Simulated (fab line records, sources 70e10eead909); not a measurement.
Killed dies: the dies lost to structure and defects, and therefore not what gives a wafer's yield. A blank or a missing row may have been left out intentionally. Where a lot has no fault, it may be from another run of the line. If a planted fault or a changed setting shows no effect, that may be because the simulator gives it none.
Which tool was responsible? + flow nand_harc + 40 wafers sampled from 14 lots at 1 step of a route of 1302

WHAT THE GAUGES READ, wafer by wafer
NHARC_A_CONTACT_OVL_MEAS_43.
| lot  | measured     | on         | overlay_x_nm (nm) | overlay_y_nm (nm) |
|------|--------------|------------|-------------------|-------------------|
| L236 | day 20 15:27 | overlay-01 | -0.6 0.0 -0.7     | -1.0 -0.9 -1.3    |
| L237 | day 21 03:22 | overlay-01 | -1.0 -0.6 -0.3    | -0.5 0.0 -0.5     |
| L242 | day 23 20:32 | overlay-02 | 0.5 -0.1          | 0.0 0.2           |
| L246 | day 24 14:02 | overlay-01 | 0.4 1.1           | -0.5 0.2          |
| L247 | day 24 23:08 | overlay-01 | 0.9 1.1 0.9       | 0.6 0.6 0.6       |
| L249 | day 26 03:59 | overlay-01 | -0.5 -0.1 -0.8    | -0.5 -0.1 -0.2    |
| L251 | day 26 19:40 | overlay-02 | -1.4 -1.2 -1.6    | 0.2 0.3 -0.5      |
| L252 | day 27 00:25 | overlay-02 | 0.1 -0.1 0.4      | 0.5 0.5 0.3       |
| L253 | day 27 15:56 | overlay-02 | 0.7 1.3 0.5       | -0.3 -0.8 -1.0    |
| L254 | day 27 16:06 | overlay-01 | -0.2 0.2 0.1      | 0.6 0.2 0.8       |
| L256 | day 29 00:36 | overlay-02 | 1.2 1.4 1.2       | 0.3 -0.1 0.1      |
| L255 | day 29 01:21 | overlay-01 | 0.4 0.4 0.0       | 0.3 0.4 0.6       |
| L258 | day 29 23:53 | overlay-02 | -0.1 0.6 0.5      | -1.7 -1.5 -1.4    |
| L257 | day 30 04:38 | overlay-01 | -0.7 -0.1 0.2     | 0.1 -0.1 -0.2     |

WHAT TOOL EACH LOT RAN ON (gives the tool, then ch and the chambers of the sampled wafers, and finally the start)
No process step before these readings appears in the record.

AS READ BY THE TOOLS THEMSELVES (means over the sampled wafers that have a number; for cases with no such wafer, the mark the record gives instead)
The record holds no such reading with a usual standard deviation.

THE ANSWER, worked out from the rows above alone
Rule: the usual values come from the lots themselves. The widest of any qualifying gaps counts: lots, ordered by their means at a reading, are off when they make up no more than a third of the lots, leave a main group of 4 or more, and stand apart from it by 3 or more times the standard deviation of that group's means. A main group is skipped when, at the precision printed for the reading in the tables above, its means are all equal. Also off: a lot with no number at a reading for which 4 or more lots have one. The other lots that the step has rows for count as sound. Order of review: gauges by route order, followed by the tools' own readings, for which a lot's mean as printed above is used. The first step at which some lot is off is used, and at that step the reading that is off furthest; a lot without a number counts as furthest.
Across all readings shown, no lot is off: no conclusion can be drawn from this.

WHAT THE SIMULATOR PUT IN
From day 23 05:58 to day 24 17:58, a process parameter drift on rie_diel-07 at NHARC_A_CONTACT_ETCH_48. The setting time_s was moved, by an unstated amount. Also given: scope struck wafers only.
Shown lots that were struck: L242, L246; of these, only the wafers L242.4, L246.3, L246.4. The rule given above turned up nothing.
